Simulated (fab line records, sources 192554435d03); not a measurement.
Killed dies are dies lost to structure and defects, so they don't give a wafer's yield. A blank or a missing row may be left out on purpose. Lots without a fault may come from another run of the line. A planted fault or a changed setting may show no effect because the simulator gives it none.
Which tool did it? | flow n5_finfet | 8 lots, 24 wafers sampled, at 8 steps of a route of 1938

WHAT THE GAUGES READ, wafer by wafer
N5_BEOL_M1_INSPECT_59: inspects for defects (darkfield). Usual: raw_defect_count 77, standard deviation 26.
lot  | measured     | on                | raw_defect_count | flag
L115 | day 8 07:37  | defect_inspect-01 | 62 61 542        | OFF
L116 | day 8 17:10  | defect_inspect-02 | 507 64 81        | OFF
L117 | day 8 20:32  | defect_inspect-02 | 71 589 91        | OFF
L126 | day 11 02:55 | defect_inspect-02 | 80 81 84         |
L127 | day 11 05:43 | defect_inspect-02 | 180 129 147      |
L128 | day 11 10:22 | defect_inspect-01 | 66 31 39         |
L129 | day 11 18:03 | defect_inspect-02 | 44 56 47         |
L130 | day 11 23:01 | defect_inspect-01 | 76 38 45         |

N5_BEOL_M2_INSPECT_13: inspects for defects (brightfield). Usual: raw_defect_count 436, standard deviation 100.
lot  | measured     | on                | raw_defect_count | flag
L115 | day 8 08:53  | defect_inspect-02 | 500 385 866      |
L116 | day 8 18:40  | defect_inspect-02 | 888 455 589      |
L117 | day 8 21:20  | defect_inspect-01 | 443 979 408      |
L126 | day 11 05:31 | defect_inspect-01 | 417 431 346      |
L127 | day 11 07:19 | defect_inspect-01 | 569 475 488      |
L128 | day 11 11:22 | defect_inspect-01 | 345 462 383      |
L129 | day 11 19:21 | defect_inspect-01 | 362 361 334      |
L130 | day 12 00:43 | defect_inspect-02 | 402 428 333      |

N5_BEOL_M2_INSPECT_30: inspects for defects (brightfield). Usual: raw_defect_count 439, standard deviation 110.
lot  | measured     | on                | raw_defect_count | flag
L115 | day 8 10:34  | defect_inspect-01 | 505 418 847      |
L116 | day 8 20:55  | defect_inspect-01 | 922 482 561      |
L117 | day 8 22:20  | defect_inspect-02 | 467 1016 384     |
L126 | day 11 06:38 | defect_inspect-01 | 422 441 328      |
L127 | day 11 08:33 | defect_inspect-02 | 575 472 522      |
L128 | day 11 12:26 | defect_inspect-01 | 342 477 358      |
L129 | day 11 20:30 | defect_inspect-02 | 342 366 333      |
L130 | day 12 02:23 | defect_inspect-02 | 400 438 332      |

N5_BEOL_M4_RC_MEAS_101. Usual: DIBL_N 35.9 mV/V, standard deviation 2.5; DIBL_P 36.0 mV/V, standard deviation 3; IOFF_N 0.16 nA/um, standard deviation 0.047; IOFF_P 0.21 nA/um, standard deviation 0.047; ION_N 671 uA/um, standard deviation 14; ION_P 460 uA/um, standard deviation 8.8; SS_N 71.5 mV/dec, standard deviation 0.73; SS_P 73.2 mV/dec, standard deviation 0.91; VT_N 250 mV, standard deviation 4.3; VT_P -251 mV, standard deviation 3.6.
lot  | measured     | on        | DIBL_N (mV/V)  | DIBL_P (mV/V)  | IOFF_N (nA/um) | IOFF_P (nA/um) | ION_N (uA/um) | ION_P (uA/um) | SS_N (mV/dec)  | SS_P (mV/dec)  | VT_N (mV)   | VT_P (mV)      | flag
L115 | day 9 14:58  | prober-02 | 35.2 32.0 32.7 | 34.8 32.5 32.3 | 0.16 0.12 0.12 | 0.17 0.14 0.14 | 677 660 658   | 453 452 449   | 71.7 70.7 70.5 | 72.9 72.5 72.9 | 250 252 254 | -256 -254 -257 |
L116 | day 10 01:07 | prober-01 | 37.0 36.8 38.2 | 35.8 35.4 36.5 | 0.16 0.15 0.17 | 0.21 0.19 0.21 | 681 667 674   | 465 454 457   | 71.8 71.2 72.0 | 74.2 73.2 73.9 | 251 251 247 | -250 -254 -252 |
L117 | day 10 06:10 | prober-01 | 31.1 34.7 34.7 | 29.3 32.3 32.0 | 0.08 0.11 0.12 | 0.12 0.15 0.14 | 650 642 655   | 452 444 444   | 69.3 71.4 70.7 | 70.9 72.0 71.4 | 257 256 253 | -257 -253 -253 |
L126 | day 12 10:28 | prober-02 | 39.7 38.5 34.5 | 41.2 39.9 35.4 | 0.27 0.25 0.15 | 0.32 0.29 0.23 | 703 690 681   | 470 471 467   | 73.1 72.2 71.6 | 74.6 75.1 73.0 | 241 244 248 | -245 -245 -249 |
L127 | day 12 16:28 | prober-01 | 36.5 38.0 37.2 | 36.7 36.8 38.1 | 0.16 0.18 0.17 | 0.22 0.21 0.25 | 681 690 676   | 465 461 468   | 70.9 71.8 72.1 | 73.4 73.0 73.2 | 250 250 250 | -249 -252 -249 |
L128 | day 12 19:54 | prober-01 | 34.3 35.8 37.4 | 34.8 37.5 40.5 | 0.13 0.15 0.21 | 0.19 0.22 0.29 | 667 654 692   | 460 457 473   | 71.5 71.7 72.7 | 73.0 73.7 74.5 | 253 251 243 | -252 -249 -244 |
L129 | day 13 03:22 | prober-01 | 35.8 38.1 35.3 | 35.4 37.6 34.9 | 0.17 0.18 0.15 | 0.22 0.23 0.22 | 684 678 655   | 471 467 456   | 71.1 72.0 71.4 | 73.1 73.7 73.0 | 249 250 251 | -247 -249 -249 |
L130 | day 13 12:14 | prober-02 | 35.0 34.7 32.9 | 35.1 34.8 32.7 | 0.13 0.15 0.10 | 0.19 0.19 0.16 | 655 681 656   | 452 468 455   | 71.1 71.2 71.0 | 72.8 73.5 72.0 | 255 251 259 | -252 -250 -254 |

WHICH TOOL RAN EACH LOT (tool, then ch and the chambers of the sampled wafers, then the start)
lot  | N5_BEOL_M1_SPUTTER_88        | N5_BEOL_M1_CMP_52             | N5_BEOL_M2_PECVD_72             | N5_BEOL_M2_HM_DEP_02
L115 | pvd_sputter-01, day 8 05:39  | cmp-02 ch 0,1,3, day 8 07:04  | pecvd-04 ch 0,1,2, day 8 07:45  | pvd_sputter-02, day 8 08:24
L116 | pvd_sputter-01, day 8 15:13  | cmp-02 ch 0,1,2, day 8 16:37  | pecvd-01 ch 1,2, day 8 17:19    | pvd_sputter-03, day 8 18:04
L117 | pvd_sputter-02, day 8 18:26  | cmp-02 ch 0,1,2, day 8 20:02  | pecvd-03 ch 1,2, day 8 20:41    | pvd_sputter-03, day 8 20:44
L126 | pvd_sputter-02, day 11 00:40 | cmp-04 ch 0,3, day 11 02:18   | pecvd-04 ch 0,1,2, day 11 03:04 | pvd_sputter-03, day 11 04:54
L127 | pvd_sputter-03, day 11 03:37 | cmp-01 ch 0,1,3, day 11 05:14 | pecvd-01 ch 1,2, day 11 05:51   | pvd_sputter-01, day 11 06:41
L128 | pvd_sputter-02, day 11 08:17 | cmp-02 ch 1,2,3, day 11 09:46 | pecvd-04 ch 0,1,2, day 11 10:30 | pvd_sputter-03, day 11 10:53
L129 | pvd_sputter-01, day 11 16:05 | cmp-04 ch 1,2,3, day 11 17:28 | pecvd-04 ch 1,2, day 11 18:12   | pvd_sputter-03, day 11 18:52
L130 | pvd_sputter-02, day 11 20:55 | cmp-02 ch 2,3, day 11 22:26   | pecvd-04 ch 0,1, day 11 23:10   | pvd_sputter-01, day 12 00:14
- N5_BEOL_M1_SPUTTER_88: material Cu, target thk 4.5 nm, time 8.29 s.
- N5_BEOL_M1_CMP_52: polishes, stops on SiOC, t overpolish 6.8 s, target thk 40 nm.
- N5_BEOL_M2_PECVD_72: deposits SiO2 from TEOS/O2, target thk 16 nm, time 18 s.
- N5_BEOL_M2_HM_DEP_02: deposits TiN, target thk 20 nm.

WHAT THE TOOLS THEMSELVES READ (means of the sampled wafers that have a number; where no wafer has one, the mark that the record gives instead)
N5_BEOL_M1_SPUTTER_88. Usual: chuck_sensor_temp_C -15.9 C, standard deviation 0.46; throttle_valve_pct 29.6 %, standard deviation 0.65.
lot  | tool           | chuck_sensor_temp_C (C) | throttle_valve_pct (%) | flag
L115 | pvd_sputter-01 | -15.7                   | 29.4                   |
L116 | pvd_sputter-01 | -15.7                   | 29.5                   |
L117 | pvd_sputter-02 | -16.0                   | 29.6                   |
L126 | pvd_sputter-02 | -15.9                   | 29.9                   |
L127 | pvd_sputter-03 | -15.6                   | 30.0                   |
L128 | pvd_sputter-02 | -16.2                   | 29.5                   |
L129 | pvd_sputter-01 | -15.9                   | 29.2                   |
L130 | pvd_sputter-02 | -16.0                   | 29.7                   |

N5_BEOL_M1_CMP_52. Usual: barrier_field_endpoint_s 24.5 s, standard deviation 0.87; motor_current_A 6.1 A, standard deviation 0.51; overpolish_run_s 6.801 s, standard deviation 0.0087; slurry_filter_dp_kPa 13.51 kPa, standard deviation 0.13; time_to_endpoint_s 63 s, standard deviation 5.
lot  | tool   | barrier_field_endpoint_s (s) | motor_current_A (A) | overpolish_run_s (s) | slurry_filter_dp_kPa (kPa) | time_to_endpoint_s (s) | flag
L115 | cmp-02 | 25.5                         | 6.0                 | 6.807                | 13.57                      | 66                     |
L116 | cmp-02 | 23.9                         | 5.9                 | 6.797                | 13.48                      | 62                     |
L117 | cmp-02 | 23.9                         | 5.8                 | 6.803                | 13.51                      | 63                     |
L126 | cmp-04 | 24.3                         | 6.5                 | 6.810                | 13.36                      | 64                     |
L127 | cmp-01 | 25.1                         | 6.4                 | 6.802                | 13.38                      | 66                     |
L128 | cmp-02 | 25.0                         | 6.0                 | 6.807                | 13.60                      | 61                     |
L129 | cmp-04 | 24.1                         | 5.8                 | 6.803                | 13.57                      | 65                     |
L130 | cmp-02 | 24.7                         | 5.7                 | 6.790                | 13.45                      | 65                     |

N5_BEOL_M2_PECVD_72. Usual: heater_power_w 705 W, standard deviation 87; rf_fwd_power_W 444.1 W, standard deviation 2.6; showerhead_plenum_p_Torr 8.84 Torr, standard deviation 0.037; throttle_valve_pct 22.7 %, standard deviation 1.1.
lot  | tool     | heater_power_w (W) | rf_fwd_power_W (W) | showerhead_plenum_p_Torr (Torr) | throttle_valve_pct (%) | flag
L115 | pecvd-04 | 749                | 444.2              | 8.83                            | 22.4                   |
L116 | pecvd-01 | 669                | 440.3              | 8.85                            | 23.2                   |
L117 | pecvd-03 | 627                | 445.7              | 8.81                            | 23.9                   |
L126 | pecvd-04 | 735                | 444.4              | 8.82                            | 22.2                   |
L127 | pecvd-01 | 699                | 441.0              | 8.83                            | 22.8                   |
L128 | pecvd-04 | 720                | 445.6              | 8.81                            | 22.4                   |
L129 | pecvd-04 | 678                | 443.3              | 8.83                            | 22.7                   |
L130 | pecvd-04 | 723                | 443.6              | 8.83                            | 23.1                   |

N5_BEOL_M2_HM_DEP_02. Usual: throttle_valve_pct 29.9 %, standard deviation 0.76.
lot  | tool           | throttle_valve_pct (%) | flag
L115 | pvd_sputter-02 | 29.7                   |
L116 | pvd_sputter-03 | 31.0                   |
L117 | pvd_sputter-03 | 30.7                   |
L126 | pvd_sputter-03 | 30.2                   |
L127 | pvd_sputter-01 | 29.1                   |
L128 | pvd_sputter-03 | 30.3                   |
L129 | pvd_sputter-03 | 30.2                   |
L130 | pvd_sputter-01 | 29.4                   |

THE ANSWER, worked out from the rows above alone
Rule: a lot is off if the mean of its wafers that have a number lies more than 3 standard deviations from the usual mean. A lot without any number at a reading at which 4 lots or more have one is off too. The other lots that the step has rows for count as sound. The gauges are gone through in route order, then the tools' own readings, and for those a lot's mean is taken as printed above. The first step at which some lot is off is used, and at that step the reading that is off furthest; a lot without a number counts as furthest.
Off: L115, L116, L117, at N5_BEOL_M1_INSPECT_59 (raw_defect_count).
A tool fits if, at a process step before that reading, it ran every lot that is off, and no sound lot after the first of them. The gauges at N5_BEOL_M1_INSPECT_59 are tried like those tools. None of those tried fits.

WHAT THE SIMULATOR HAD PUT IN
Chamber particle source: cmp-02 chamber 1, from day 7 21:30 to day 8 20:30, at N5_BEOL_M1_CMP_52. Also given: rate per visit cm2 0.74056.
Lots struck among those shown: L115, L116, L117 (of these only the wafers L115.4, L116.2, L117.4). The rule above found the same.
